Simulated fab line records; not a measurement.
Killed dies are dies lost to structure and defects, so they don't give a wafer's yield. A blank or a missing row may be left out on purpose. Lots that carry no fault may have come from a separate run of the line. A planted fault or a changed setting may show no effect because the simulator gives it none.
Matching of chambers :: flow nandHarc :: rieDiel-03 running NHARC_A_SLIT_DESCUM_14: 4 sister chambers
The step chemistry O2, time 3 s. 14 wafers are shown with their chamber, then 7 later ones without.

== WAFERS, EACH WITH ITS CHAMBER ==
wafer: L590.4
chamber: 3
drypumpMotorCurrentA (A): 5.3
oesProductAu (a.u.): 1.012
rfVppV (V): 58.0

wafer: L590.5
chamber: 0
drypumpMotorCurrentA (A): 4.9
oesProductAu (a.u.): 1.015
rfVppV (V): 56.6

wafer: L590.6
chamber: 3
drypumpMotorCurrentA (A): 5.3
oesProductAu (a.u.): 1.016
rfVppV (V): 57.7

wafer: L591.1
chamber: 2
drypumpMotorCurrentA (A): 5.6
oesProductAu (a.u.): 1.000
rfVppV (V): 58.8

wafer: L591.3
chamber: 0
drypumpMotorCurrentA (A): 4.9
oesProductAu (a.u.): 1.006
rfVppV (V): 58.2

wafer: L591.6
chamber: 1
drypumpMotorCurrentA (A): 5.5
oesProductAu (a.u.): 1.001
rfVppV (V): 56.6

wafer: L594.1
chamber: 2
drypumpMotorCurrentA (A): 5.7
oesProductAu (a.u.): 0.978
rfVppV (V): 59.0

wafer: L594.2
chamber: 1
drypumpMotorCurrentA (A): 5.5
oesProductAu (a.u.): 0.998
rfVppV (V): 58.1

wafer: L594.3
chamber: 3
drypumpMotorCurrentA (A): 5.3
oesProductAu (a.u.): 1.012
rfVppV (V): 58.0

wafer: L597.1
chamber: 2
drypumpMotorCurrentA (A): 5.7
oesProductAu (a.u.): 0.994
rfVppV (V): 57.0

wafer: L597.2
chamber: 3
drypumpMotorCurrentA (A): 5.2
oesProductAu (a.u.): 1.016
rfVppV (V): 59.0

wafer: L597.6
chamber: 3
drypumpMotorCurrentA (A): 5.2
oesProductAu (a.u.): 1.012
rfVppV (V): 56.3

wafer: L595.1
chamber: 3
drypumpMotorCurrentA (A): 5.3
oesProductAu (a.u.): 1.020
rfVppV (V): 58.7

wafer: L595.2
chamber: 1
drypumpMotorCurrentA (A): 5.5
oesProductAu (a.u.): 1.005
rfVppV (V): 57.9

SIGNATURES, as means of the wafers listed above
reading: drypumpMotorCurrentA
chamber 0: 4.900
chamber 1: 5.500
chamber 2: 5.667
chamber 3: 5.267
scatter within a chamber: 0.0447

reading: oesProductAu
chamber 0: 1.01050
chamber 1: 1.00133
chamber 2: 0.99067
chamber 3: 1.01467
scatter within a chamber: 0.00614

reading: rfVppV
chamber 0: 57.400
chamber 1: 57.533
chamber 2: 58.267
chamber 3: 57.950
scatter within a chamber: 0.974
Rule: a wafer lies at a distance from a chamber equal to the root of the sum of squares, over the readings, of (its reading less the chamber's mean, divided by the reading's scatter). If the next closest chamber is less than 2 further off than the closest, the wafer can't be placed; otherwise it belongs to the closest. The scatter is the square root of a quotient: the sum, over the shown wafers, of each reading's squared deviation from its chamber's mean, divided by wafers minus chambers.

== WAFERS MISSING THEIR CHAMBER ==
wafer: L595.5
drypumpMotorCurrentA (A): 4.9
oesProductAu (a.u.): 1.012
rfVppV (V): 57.4

wafer: L606.2
drypumpMotorCurrentA (A): 5.7
oesProductAu (a.u.): 1.016
rfVppV (V): 58.2

wafer: L606.4
drypumpMotorCurrentA (A): 5.3
oesProductAu (a.u.): 1.014
rfVppV (V): 59.8

wafer: L606.5
drypumpMotorCurrentA (A): 5.7
oesProductAu (a.u.): 1.007
rfVppV (V): 59.6

wafer: L607.1
drypumpMotorCurrentA (A): 5.6
oesProductAu (a.u.): 1.017
rfVppV (V): 56.7

wafer: L607.2
drypumpMotorCurrentA (A): 5.3
oesProductAu (a.u.): 1.015
rfVppV (V): 56.9

wafer: L607.3
drypumpMotorCurrentA (A): 4.8
oesProductAu (a.u.): 1.013
rfVppV (V): 59.1

== WHICH CHAMBER EACH WENT THROUGH ==
wafer: L595.5
from the rows above: 0
in truth: 0

wafer: L606.2
from the rows above: can't be placed: 2 or 1
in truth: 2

wafer: L606.4
from the rows above: 3
in truth: 3

wafer: L606.5
from the rows above: can't be placed: 2 or 1
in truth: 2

wafer: L607.1
from the rows above: can't be placed: 1 or 2
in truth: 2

wafer: L607.2
from the rows above: 3
in truth: 3

wafer: L607.3
from the rows above: 0
in truth: 0
Correct placement for 4 of the 7. These rows do not allow placing 3 (true chamber among the candidates in 3). 0 placed wrongly.
